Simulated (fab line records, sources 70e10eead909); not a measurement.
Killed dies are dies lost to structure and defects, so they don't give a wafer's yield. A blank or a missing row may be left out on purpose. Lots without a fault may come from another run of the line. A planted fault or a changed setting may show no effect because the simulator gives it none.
fab line records | flow nand_harc
record lots=6 wafers=18 last_day=33
route steps=1302 shown A_M1@1180 A_BONDPAD@1202 END@1302
lots that met no fault: from a run of the same line without faults
start_h: hours from the record's first day to the start of the lot's first wafer shown | wait_h: hours since the lot's step before | " the same as in the row above | L1.1+2: a row that stands for several wafers | - no value, or no start given | * or withheld: withheld | < > ~ a bound
route shown NAME@n: a module of which the file shows steps, and the number in the route of the first | usual: mean/standard deviation of fault-free wafers | same: alike in all rows | chamber/n: place in a boat | sites: the reading at each site | _std_site: their standard deviation | _edge_site: outer sites' mean less inner sites' | radius_mm: how far each site lies from the wafer's centre | mask NAME#n: copy n | behind: the tool/chamber that last shaped the wafer | hold: why the lot was held/for how many hours/how that ended | device: the transistor (n, p or np) that didn't switch | end of line: the same wafers' tests at the end of the route | a step without rows: its recipe alone | killed: dies lost to structure and defects at the first sort, not the wafer's yield | map: a wafer's dies, x killed, . not, _ none there
set.NAME: the setting as run; set.NAME@STEP: as run at that earlier step | model.NAME: the simulator's own value behind a step, which no gauge read
lots at some steps of the route; a table a step, a row a wafer
services: from which hour (start_h, from the record's first day; less than 0 if before it) a tool's chamber was out of use, for how many hours, and why
## steps
# step NHARC_A_M1_OVL_MEAS_10
# recipe pitch_nm=240
# usual overlay_x_nm=-0.4/0.82 overlay_y_nm=0.0/0.85
# columns lot.wafer tool chamber start_h wait_h overlay_x_nm overlay_y_nm
L335.3 overlay-01 - 542.60 - -1.7 -0.3
L335.4 " - " " -1.9 -0.2
L335.6 " - " " -2.3 -0.4
L340.2 overlay-02 - 596.70 - 0.4 1.3
L340.3 " - " " 0.3 0.4
L340.5 " - " " 0.6 0.2
L344.1 overlay-01 - 627.82 - -1.0 -1.1
L344.2 " - " " -0.9 -1.4
L344.6 " - " " -1.5 -0.7
L348.1 overlay-02 - 645.90 - 0.0 1.8
L348.2 " - " " -0.2 1.5
L348.3 " - " " -0.7 2.0
L353.2 overlay-02 - 720.12 - -0.2 0.7
L353.3 " - " " -0.4 0.3
L353.4 " - " " -0.1 0.1
L355.3 overlay-02 - 736.99 - 0.1 -1.2
L355.4 " - " " -0.2 -1.1
L355.6 " - " " -0.4 -1.2
# step NHARC_A_M1_INSPECT_11
# usual raw_defect_count=88/42
# columns lot.wafer tool chamber start_h wait_h raw_defect_count
L335.3 defect_inspect-01 - 542.64 0.0 100
L335.4 " - " " 92
L335.6 " - " " 96
L340.2 defect_inspect-02 - 596.74 0.0 29
L340.3 " - " " 26
L340.5 " - " " 31
L344.1 defect_inspect-01 - 627.86 0.0 59
L344.2 " - " " 93
L344.6 " - " " 97
L348.1 defect_inspect-02 - 645.94 0.0 66
L348.2 " - " " 88
L348.3 " - " " 93
L353.2 defect_inspect-01 - 720.15 0.0 90
L353.3 " - " " 117
L353.4 " - " " 100
L355.3 defect_inspect-01 - 737.03 0.0 73
L355.4 " - " " 106
L355.6 " - " " 83
# step NHARC_A_M1_DESCUM_14
# recipe time_s=3 o2_flow_sccm=200 ar_flow_sccm=0 bias_power_w=0 chemistry=O2
# step NHARC_A_M1_ETCH_35
# recipe target_depth_a=400 overetch_a=120 time_s=43.94 ion_energy_ev=200 n2_flow_sccm=150 h2_flow_sccm=150 ar_flow_sccm=0 rf_w=400 bias_w=150 chemistry=N2/H2
# step NHARC_A_M1_ETCH_15
# recipe target_depth_a=1825 time_s=91.2 c4f8_flow_sccm=withheld ar_flow_sccm=400 rf_w=600 bias_w=300 chemistry=C4F8/Ar
# step NHARC_A_M1_CD_MEAS_16
# usual cd_nm=119.9/0.9
# columns lot.wafer tool chamber start_h wait_h cd_nm
L335.3 cd_sem-01 - 543.01 - 120.2
L335.4 " - " " 121.5
L335.6 " - " " 120.4
L340.2 cd_sem-01 - 597.11 - 117.1
L340.3 " - " " 120.7
L340.5 " - " " 119.2
L344.1 cd_sem-03 - 628.22 - 119.7
L344.2 " - " " 120.1
L344.6 " - " " 119.4
L348.1 cd_sem-02 - 646.35 - 120.8
L348.2 " - " " 121.9
L348.3 " - " " 119.7
L353.2 cd_sem-01 - 720.52 - 119.2
L353.3 " - " " 119.2
L353.4 " - " " 118.0
L355.3 cd_sem-02 - 737.40 - 119.6
L355.4 " - " " 120.3
L355.6 " - " " 119.5
# step NHARC_A_M1_STRIP_18
# recipe power_w=1000 n2_flow_sccm=150 h2_flow_sccm=150 ar_flow_sccm=0 bias_w=0 chemistry=N2/H2
# step NHARC_A_M1_ETCH_28
# recipe target_depth_a=300 over_etch_frac=0.3 time_s=72.99 ion_energy_ev=150 cf4_flow_sccm=50 n2_flow_sccm=100 ar_flow_sccm=150 rf_w=300 bias_w=100 chemistry=CF4/N2
# step NHARC_A_M1_STRIP_19
# recipe time_s=600 temp_c=30 chemistry=post_etch_residue_remover
# step NHARC_A_M1_DEGAS_29
# recipe temp_c=250 time_s=60
# step NHARC_A_M1_PRE_CLEAN_30
# recipe time_s=30 temp_c=280 gas=H2/He
# usual heater_power_w=412/43
# columns lot.wafer tool chamber start_h wait_h heater_power_w
L335.3 pvd_sputter-03 - - - 491
L335.4 " - " " 376
L335.6 " - " " 404
L340.2 pvd_sputter-01 - - - 366
L340.3 " - " " 434
L340.5 " - " " 370
L344.1 pvd_sputter-01 - - - 435
L344.2 " - " " 365
L344.6 " - " " 375
L348.2 pvd_sputter-01 - - - 358
L348.1 " - " " 370
L348.3 " - " " 415
L353.4 pvd_sputter-03 - - - 453
L353.3 " - " " 383
L353.2 " - " " 368
L355.3 pvd_sputter-03 - - - 500
L355.4 " - " " 377
L355.6 " - " " 441
# step NHARC_A_M1_PVD_20
# recipe target_thk_a=50 bias_v=168.6 power_w=15000 chamber_pressure_pa=0.12 time_s=8.06 substrate_temp_c=50 material=TaN
# step NHARC_A_M1_PVD_21
# recipe target_thk_a=300 chamber_pressure_pa=5 power_w=5000 substrate_temp_c=30 time_s=20.49 material=Cu
# usual throttle_valve_pct=29.8/1.2
# columns lot.wafer tool chamber start_h wait_h throttle_valve_pct
L335.4 pvd_sputter-03 - 543.96 - 29.0
L335.3 " - " " 28.1
L335.6 " - " " 28.9
L340.3 pvd_sputter-01 - 598.08 - 30.5
L340.2 " - " " 30.5
L340.5 " - " " 30.8
L344.2 pvd_sputter-01 - 629.16 - 29.8
L344.1 " - " " 30.3
L344.6 " - " " 30.1
L348.1 pvd_sputter-01 - 647.35 - 30.7
L348.3 " - " " 30.6
L348.2 " - " " 29.8
L353.2 pvd_sputter-03 - 721.46 - 28.5
L353.3 " - " " 28.5
L353.4 " - " " 28.5
L355.3 pvd_sputter-03 - 738.39 - 28.4
L355.4 " - " " 32.0
L355.6 " - " " 28.7
# step NHARC_A_M1_ECD_22
# recipe target_thk_a=4000 bath_temp_c=25 material=Cu
# step NHARC_A_M1_ANNEAL_31
# recipe temp_c=225 time_s=90
# usual wafer_temp_C_max=226.7/0.33
# columns lot.wafer tool chamber start_h wait_h wafer_temp_C_max
L335.3 rtp_anneal-01 0 544.56 0.3 226.6
L335.4 " 0 " " 226.5
L335.6 " 0 " " 226.7
L340.2 rtp_anneal-01 0 598.66 0.3 226.3
L340.3 " 0 " " 226.8
L340.5 " 0 " " 226.5
L344.1 rtp_anneal-02 0 629.67 0.3 226.1
L344.2 " 0 " " 226.4
L344.6 " 0 " " 226.5
L348.1 rtp_anneal-02 0 647.90 0.4 227.3
L348.2 " 0 " " 226.8
L348.3 " 0 " " 226.2
L353.2 rtp_anneal-02 0 722.03 0.3 227.3
L353.3 " 0 " " 226.8
L353.4 " 0 " " 226.6
L355.3 rtp_anneal-02 0 739.01 0.3 227.1
L355.4 " 0 " " 226.7
L355.6 " 0 " " 226.3
# step NHARC_A_M1_CMP_23
# recipe t_overpolish_s=20 target_thk_nm=154.34
# step NHARC_A_M1_SRD_25
# step NHARC_A_M1_INSPECT_27
# usual raw_defect_count=522/110
# columns lot.wafer tool chamber start_h wait_h raw_defect_count
L335.3 defect_inspect-01 - 545.28 0.0 562
L335.4 " - " " 551
L335.6 " - " " 486
L340.2 defect_inspect-01 - 599.42 0.0 768
L340.3 " - " " 559
L340.5 " - " " 635
L344.1 defect_inspect-02 - 630.86 0.0 356
L344.2 " - " " 352
L344.6 " - " " 471
L348.1 defect_inspect-01 - 648.72 0.0 509
L348.2 " - " " 474
L348.3 " - " " 637
L353.2 defect_inspect-02 - 722.79 0.0 477
L353.3 " - " " 504
L353.4 " - " " 519
L355.3 defect_inspect-02 - 739.72 0.0 435
L355.4 " - " " 520
L355.6 " - " " 427
# step NHARC_A_M1_PRE_CLEAN_32
# recipe time_s=12 temp_c=370 rf_power_w=300 gas=NH3
# step NHARC_A_M1_DEP_33
# recipe target_thk_a=300 temp_c=370 target_thk_nm=30 pressure_torr=3 flow_sccm=200 rf_w=450 material=SiCN
# usual heater_power_w=608/74
# columns lot.wafer tool chamber start_h wait_h heater_power_w
L335.3 pecvd-02 1 545.42 0.1 673
L335.6 " 1 " " 663
L335.4 " 2 " " 489
L340.3 pecvd-01 1 599.60 0.1 551
L340.2 " 2 " " 623
L340.5 " 2 " " 632
L344.2 pecvd-02 0 631.05 0.1 572
L344.1 " 1 " " 742
L344.6 " 0 " " 565
L348.2 pecvd-02 1 648.87 0.1 710
L348.1 " 2 " " 490
L348.3 " 0 " " 510
L353.2 pecvd-01 2 722.94 0.1 665
L353.3 " 0 " " 564
L353.4 " 2 " " 677
L355.3 pecvd-02 2 739.95 0.1 599
L355.6 " 0 " " 609
L355.4 " 1 " " 653
# step NHARC_A_BONDPAD_DEP_00
# recipe target_thk_a=2500 temp_c=370 target_thk_nm=250 pressure_torr=3 flow_sccm=200 rf_w=450 material=SiCN
# usual heater_power_w=611/98
# columns lot.wafer tool chamber start_h wait_h heater_power_w
L335.3 pecvd-04 2 546.11 - 735
L335.4 " 0 " " 728
L335.6 " 0 " " 597
L340.2 pecvd-03 1 600.20 - 474
L340.3 " 2 " " 694
L340.5 " 2 " " 707
L344.2 pecvd-03 1 631.60 - 442
L344.6 " 1 " " 457
L348.2 pecvd-02 1 - - 696
L353.3 pecvd-03 0 723.50 - 718
L353.2 " 1 " " 488
L353.4 " 1 " " 474
L355.3 pecvd-04 2 740.42 - 631
L355.6 " 2 " " 656
L355.4 " 0 " " 632
# step NHARC_A_BONDPAD_CMP_29
# recipe target_thk_nm=200 material=SiCN
# step NHARC_A_BONDPAD_THK_MEAS_30
# recipe thk_meas_gauge=ellipsometry
# usual thk_nm=199.9/1.5
# columns lot.wafer tool chamber start_h wait_h thk_nm
L335.3 film_metro-01 - 546.77 0.2 200.4
L335.4 " - " " 199.5
L335.6 " - " " 201.0
L340.2 film_metro-02 - 600.81 0.2 199.0
L340.3 " - " " 198.9
L340.5 " - " " 200.0
L344.2 film_metro-02 - 632.22 0.2 198.4
L344.6 " - " " 199.5
L348.2 film_metro-02 - 650.09 0.2 200.1
L353.2 film_metro-01 - 724.16 0.2 199.0
L353.3 " - " " 200.2
L353.4 " - " " 201.0
L355.3 film_metro-01 - 741.08 0.2 197.8
L355.4 " - " " 200.9
L355.6 " - " " 201.7
# step NHARC_A_BONDPAD_SRD_31
# step NHARC_A_BONDPAD_DEHYDRATE_01
# recipe temp_c=150 time_s=120
# step NHARC_A_BONDPAD_HMDS_02
# recipe time_s=30
# step NHARC_A_BONDPAD_COAT_33
# recipe temp_c=200 time_s=65
# step NHARC_A_BONDPAD_COAT_03
# recipe spin_rpm=2000 resist_thk_nm=600
# step NHARC_A_BONDPAD_SOFTBAKE_04
# recipe temp_c=125 time_s=70
# step NHARC_A_BONDPAD_EBR_05
# step NHARC_A_BONDPAD_EXPOSE_06
# recipe na=0.55 dose_mj=36.99 mask_id=A_BPAD
# step NHARC_A_BONDPAD_PEB_07
# recipe peb_temp_c=128 peb_time_s=80
# step NHARC_A_BONDPAD_DEVELOP_08
# recipe time_s=50 dev_temp_c=22
# step NHARC_A_BONDPAD_CD_MEAS_09
# recipe target_cd_nm=500 landing_energy_ev=500
# usual cd_nm=501.2/2
# columns lot.wafer tool chamber start_h wait_h cd_nm
L335.3 cd_sem-01 0 547.21 - 499.1
L335.4 " 0 " " 500.0
L335.6 " 0 " " 501.1
L340.2 cd_sem-03 0 601.38 - 499.7
L340.3 " 0 " " 503.2
L340.5 " 0 " " 501.7
L344.2 cd_sem-03 0 632.69 - 503.7
L344.6 " 0 " " 501.9
L348.2 cd_sem-03 0 650.66 - 500.9
L353.2 cd_sem-03 0 724.74 - 499.5
L353.3 " 0 " " 499.8
L353.4 " 0 " " 500.3
L355.3 cd_sem-03 0 741.53 - 503.6
L355.4 " 0 " " 500.2
L355.6 " 0 " " 499.6
# step NHARC_A_BONDPAD_OVL_MEAS_35
# usual overlay_x_nm=3/4.7 overlay_y_nm=-1/4
# columns lot.wafer tool chamber start_h wait_h overlay_x_nm overlay_y_nm
L335.3 overlay-02 - 547.29 - -3 2
L335.4 " - " " -3 2
L335.6 " - " " -3 3
L340.2 overlay-02 - 601.47 - 1 0
L340.3 " - " " 1 1
L340.5 " - " " 0 0
L344.2 overlay-01 - 632.77 - 3 0
L344.6 " - " " 3 0
L348.2 overlay-01 - 650.75 - -1 -6
L353.2 overlay-01 - 724.82 - -2 -3
L353.3 " - " " -2 -3
L353.4 " - " " -1 -3
L355.3 overlay-01 - 741.61 - 12 -5
L355.4 " - " " 12 -5
L355.6 " - " " 12 -5
# step NHARC_A_BONDPAD_HARDBAKE_10
# recipe temp_c=118 time_s=65
# step NHARC_A_BONDPAD_DESCUM_11
# recipe time_s=3 o2_flow_sccm=200 ar_flow_sccm=0 bias_power_w=0 chemistry=O2
# usual drypump_motor_current_A=5.7/0.37 oes_product_au=0.999/0.012 rf_vpp_V=57.6/0.96 showerhead_plenum_p_Torr=1.89/0.1 throttle_valve_pct=11.310/0.0088
# columns lot.wafer tool chamber start_h wait_h drypump_motor_current_A oes_product_au rf_hours_counter_h rf_vpp_V showerhead_plenum_p_Torr throttle_valve_pct
L335.4 rie_diel-09 2 547.43 - 5.6 1.006 6 56.3 1.78 11.306
L335.3 " 3 " " 6.2 0.999 6 56.5 1.79 11.304
L335.6 " 1 " " 5.7 0.983 - 58.0 1.77 11.319
L340.3 rie_diel-09 1 601.60 - 5.7 0.993 22 57.7 1.76 11.302
L340.2 " 3 " " 6.2 0.990 17 56.2 1.78 11.310
L340.5 " 1 " " 5.7 0.996 - 56.3 1.76 11.307
L344.2 rie_diel-09 1 632.91 - 5.7 0.992 27 56.3 1.76 11.331
L344.6 " 1 " " 5.7 0.986 - 58.4 1.76 11.309
L348.2 rie_diel-10 2 650.89 - 5.7 0.988 1 58.5 2.00 11.311
L353.2 rie_diel-10 1 724.96 - 5.2 0.998 3 58.3 1.84 11.316
L353.4 " 2 " " 5.7 0.986 3 57.8 2.00 11.314
L353.3 " 3 " " 6.3 0.983 3 56.1 1.84 11.307
L355.4 rie_diel-09 0 741.74 - 5.3 0.990 11 58.6 2.01 11.318
L355.3 " 1 " " 5.7 1.015 11 57.6 2.07 11.304
L355.6 " 3 " " 6.2 0.969 - 56.4 1.78 11.297
# step NHARC_A_BONDPAD_ETCH_34
# recipe target_depth_a=600 overetch_a=180 time_s=65.91 ion_energy_ev=200 n2_flow_sccm=150 h2_flow_sccm=150 ar_flow_sccm=0 rf_w=400 bias_w=150 chemistry=N2/H2
# step NHARC_A_BONDPAD_ETCH_12
# recipe target_depth_a=2200 time_s=110 chf3_flow_sccm=50 o2_flow_sccm=10 ar_flow_sccm=200 rf_w=500 bias_w=200 chemistry=CHF3/O2
# step NHARC_A_BONDPAD_CD_MEAS_13
# usual cd_nm=500.1/2.1
# columns lot.wafer tool chamber start_h wait_h cd_nm
L335.3 cd_sem-03 - 547.74 - 498.6
L335.4 " - " " 498.5
L335.6 " - " " 500.0
L340.2 cd_sem-02 - 601.91 - 498.0
L340.3 " - " " 501.6
L340.5 " - " " 498.7
L344.2 cd_sem-03 - 633.22 - 502.3
L344.6 " - " " 500.1
L348.2 cd_sem-02 - 651.24 - 499.2
L353.2 cd_sem-02 - 725.27 - 497.5
L353.3 " - " " 497.9
L353.4 " - " " 499.0
L355.3 cd_sem-03 - 742.06 - 502.0
L355.4 " - " " 500.2
L355.6 " - " " 499.7
# step NHARC_END_SORT_01
# recipe temp_c=25
# usual defect_limited_yield=91.6/2.8 killed_at_array=53/19 killed_at_other=0.8/1.2 killed_at_periphery=3.7/2.3 killed_dies=57/19 killed_open=3.2/1.7 killed_short=2.6/1.8 sort_bin_2_pct=3.0/1.2 sort_bin_3_pct=0.7/0.4 sort_bin_4_pct=4.8/1.5 sort_n_pass=620/19 sort_rim_yield_pct=90/4.8 sort_yield_pct=91.6/2.8
# same gross_dies=677 sort_bin_5_pct[%]=0 sort_bin_6_pct[%]=0 sort_bin_7_pct[%]=0 sort_bin_8_pct[%]=0 sort_rim_n_gross=106.00
# columns lot.wafer tool chamber start_h wait_h defect_limited_yield[%] killed_at_array killed_at_other killed_at_periphery killed_dies killed_open killed_short sort_bin_2_pct[%] sort_bin_3_pct[%] sort_bin_4_pct[%] sort_n_pass sort_rim_yield_pct[%] sort_yield_pct[%]
L340.2 prober-02 0 633.77 2.8 95.1 30 1 2 33 3 4 1.8 0.3 2.8 644 97 95.1
L340.3 prober-02 0 634.57 3.1 95.3 31 0 1 32 4 8 0.6 0.3 3.8 645 92 95.3
L340.5 prober-02 0 636.17 3.7 96.2 25 1 0 26 2 1 1.3 0.4 2.1 651 97 96.2
L344.1 prober-01 0 662.17 2.5 0 675 0 2 677 4 3 96.0 0.6 3.4 0 0 0
L348.1 prober-01 0 698.45 2.5 0 673 0 4 677 4 0 96.9 0.6 2.5 0 0 0
L348.3 prober-01 0 700.06 3.1 0 676 0 1 677 1 2 95.1 0.7 4.1 0 0 0
# killed by level:class
L340.2 A_CHANNEL_HOLE_D2:chamber_film_flake=9 A_STAIRCASE:chamber_film_flake=6 A_CHANNEL_HOLE_D1:chamber_film_flake=3 A_SLIT:chamber_film_flake=3 A_WL_FILL:geometric_particle:short=2 P_STI:geometric_particle:short=1 P_M1:geometric_particle:open=1 A_CHANNEL_HOLE_D1:geometric_particle:open=1
L340.3 A_CHANNEL_HOLE_D2:chamber_film_flake=8 A_WL_FILL:geometric_particle:short=4 A_CHANNEL_HOLE_D1:chamber_film_flake=3 A_SGD_CUT:geometric_particle:short=2 A_CHANNEL_FILL_D1:chamber_film_flake=2 A_WL_FILL:chamber_film_flake=2 A_STAIRCASE:chamber_film_flake=2 P_M1:geometric_particle:open=1
L340.5 A_CHANNEL_HOLE_D2:chamber_film_flake=9 A_STAIRCASE:chamber_film_flake=6 A_CHANNEL_HOLE_D1:chamber_film_flake=2 A_WL_FILL:chamber_film_flake=2 A_CONTACT:chamber_film_flake=2 A_ONON_D1:geometric_particle:open=1 A_ONON_D2:geometric_particle:open=1 A_WL_FILL:geometric_particle:short=1
L344.1 A_M1:area_pvd=640 A_CHANNEL_HOLE_D1:chamber_film_flake=14 A_CHANNEL_HOLE_D2:chamber_film_flake=9 P_BONDPAD:chamber_film_flake=2 A_CONTACT:chamber_film_flake=2 A_STAIRCASE:chamber_film_flake=2 A_SOURCE_PLATE:geometric_particle:open=1 A_CHANNEL_FILL_D1:geometric_particle:open=1
L348.1 A_M1:area_pvd=639 A_CHANNEL_HOLE_D2:chamber_film_flake=14 A_CHANNEL_HOLE_D1:chamber_film_flake=13 P_M1:chamber_film_flake=2 A_SLIT:chamber_film_flake=2 P_CONTACT:geometric_particle:open=1 A_SGD_CUT:geometric_particle:open=1 A_CONTACT:geometric_particle:open=1
L348.3 A_M1:area_pvd=633 A_CHANNEL_HOLE_D1:chamber_film_flake=19 A_CHANNEL_HOLE_D2:chamber_film_flake=16 A_SLIT:chamber_film_flake=3 P_CONTACT:geometric_particle:short=1 A_DECK1_JOINT:geometric_particle:short=1 A_ONON_D2:geometric_particle:open=1 A_DECK1_JOINT:chamber_film_flake=1
# map L344.1 (x killed, . not)
____________x____________
_________xxxxxxx_________
_______xxxxxxxxxxx_______
______xxxxxxxxxxxxx______
_____xxxxxxxxxxxxxxx_____
____xxxxxxxxxxxxxxxxx____
____xxxxxxxxxxxxxxxxx____
___xxxxxxxxxxxxxxxxxxx___
___xxxxxxxxxxxxxxxxxxx___
__xxxxxxxxxxxxxxxxxxxxx__
__xxxxxxxxxxxxxxxxxxxxx__
_xxxxxxxxxxxxxxxxxxxxxxx_
_xxxxxxxxxxxxxxxxxxxxxxx_
_xxxxxxxxxxxxxxxxxxxxxxx_
_xxxxxxxxxxxxxxxxxxxxxxx_
_xxxxxxxxxxxxxxxxxxxxxxx_
xxxxxxxxxxxxxxxxxxxxxxxxx
xxxxxxxxxxxxxxxxxxxxxxxxx
xxxxxxxxxxxxxxxxxxxxxxxxx
xxxxxxxxxxxxxxxxxxxxxxxxx
xxxxxxxxxxxxxxxxxxxxxxxxx
_xxxxxxxxxxxxxxxxxxxxxxx_
_xxxxxxxxxxxxxxxxxxxxxxx_
_xxxxxxxxxxxxxxxxxxxxxxx_
_xxxxxxxxxxxxxxxxxxxxxxx_
_xxxxxxxxxxxxxxxxxxxxxxx_
__xxxxxxxxxxxxxxxxxxxxx__
__xxxxxxxxxxxxxxxxxxxxx__
___xxxxxxxxxxxxxxxxxxx___
___xxxxxxxxxxxxxxxxxxx___
____xxxxxxxxxxxxxxxxx____
____xxxxxxxxxxxxxxxxx____
_____xxxxxxxxxxxxxxx_____
______xxxxxxxxxxxxx______
_______xxxxxxxxxxx_______
_________xxxxxxx_________
____________x____________
# map L348.1 (x killed, . not)
____________x____________
_________xxxxxxx_________
_______xxxxxxxxxxx_______
______xxxxxxxxxxxxx______
_____xxxxxxxxxxxxxxx_____
____xxxxxxxxxxxxxxxxx____
____xxxxxxxxxxxxxxxxx____
___xxxxxxxxxxxxxxxxxxx___
___xxxxxxxxxxxxxxxxxxx___
__xxxxxxxxxxxxxxxxxxxxx__
__xxxxxxxxxxxxxxxxxxxxx__
_xxxxxxxxxxxxxxxxxxxxxxx_
_xxxxxxxxxxxxxxxxxxxxxxx_
_xxxxxxxxxxxxxxxxxxxxxxx_
_xxxxxxxxxxxxxxxxxxxxxxx_
_xxxxxxxxxxxxxxxxxxxxxxx_
xxxxxxxxxxxxxxxxxxxxxxxxx
xxxxxxxxxxxxxxxxxxxxxxxxx
xxxxxxxxxxxxxxxxxxxxxxxxx
xxxxxxxxxxxxxxxxxxxxxxxxx
xxxxxxxxxxxxxxxxxxxxxxxxx
_xxxxxxxxxxxxxxxxxxxxxxx_
_xxxxxxxxxxxxxxxxxxxxxxx_
_xxxxxxxxxxxxxxxxxxxxxxx_
_xxxxxxxxxxxxxxxxxxxxxxx_
_xxxxxxxxxxxxxxxxxxxxxxx_
__xxxxxxxxxxxxxxxxxxxxx__
__xxxxxxxxxxxxxxxxxxxxx__
___xxxxxxxxxxxxxxxxxxx___
___xxxxxxxxxxxxxxxxxxx___
____xxxxxxxxxxxxxxxxx____
____xxxxxxxxxxxxxxxxx____
_____xxxxxxxxxxxxxxx_____
______xxxxxxxxxxxxx______
_______xxxxxxxxxxx_______
_________xxxxxxx_________
____________x____________
## services
# columns tool chamber start_h hours kind
pvd_sputter-03 - 526.18 10.0 pm
pecvd-03 - 547.06 13.0 pm
pecvd-01 - 553.19 1.6 repair
pecvd-01 2 570.42 13.7 repair
pecvd-01 - 574.51 2.9 repair
pvd_sputter-01 - 582.00 10.0 pm
rie_diel-09 2 583.96 4.6 repair
pecvd-02 - 589.18 13.0 pm
pvd_sputter-01 - 599.31 5.2 repair
pecvd-01 - 621.71 1.0 repair
pvd_sputter-03 - 622.75 2.2 repair
pecvd-04 - 631.56 13.0 pm
rie_diel-09 3 633.77 4.6 repair
pecvd-03 0 666.12 6.9 repair
pvd_sputter-03 - 670.08 3.7 repair
pecvd-01 - 673.18 13.0 pm
rie_diel-09 - 674.19 9.0 pm
pecvd-04 0 695.69 7.0 repair
pvd_sputter-03 - 704.18 10.0 pm
pecvd-04 1 708.08 9.5 repair
rie_diel-09 1 717.57 6.1 repair
pecvd-03 - 728.06 13.0 pm
pecvd-02 - 732.99 0.5 repair
pvd_sputter-01 - 733.25 1.5 repair
## key
first_sign step=NHARC_END_SORT_01 reading=sort_bin_2_pct direction=up sigmas=76 usual=3.0 struck=96.0
effect step=NHARC_END_SORT_01 reading=defect_limited_yield direction=down sigmas=32 usual=91.6 struck=0
more_kills_born_at NHARC_A_M1_PVD_21@pvd_sputter-01=1912
met_at NHARC_A_M1_PVD_21
struck_wafers L344.1,L348.1,L348.3
later_rows_left_out L344.1,L348.1,L348.3
onset_between 598.08 629.16
fault kind=process_parameter_drift tool=pvd_sputter-01 chamber=- onset_h=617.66 steps=NHARC_A_M1_PVD_21 channel=target_thk_a offset=* shape=step end_h=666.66 scope=struck_wafers_only acts_in=* stated=*
# later_rows_left_out: the simulator's readings of these wafers behind a module that went badly wrong aren't trusted and aren't shown, but for the sort
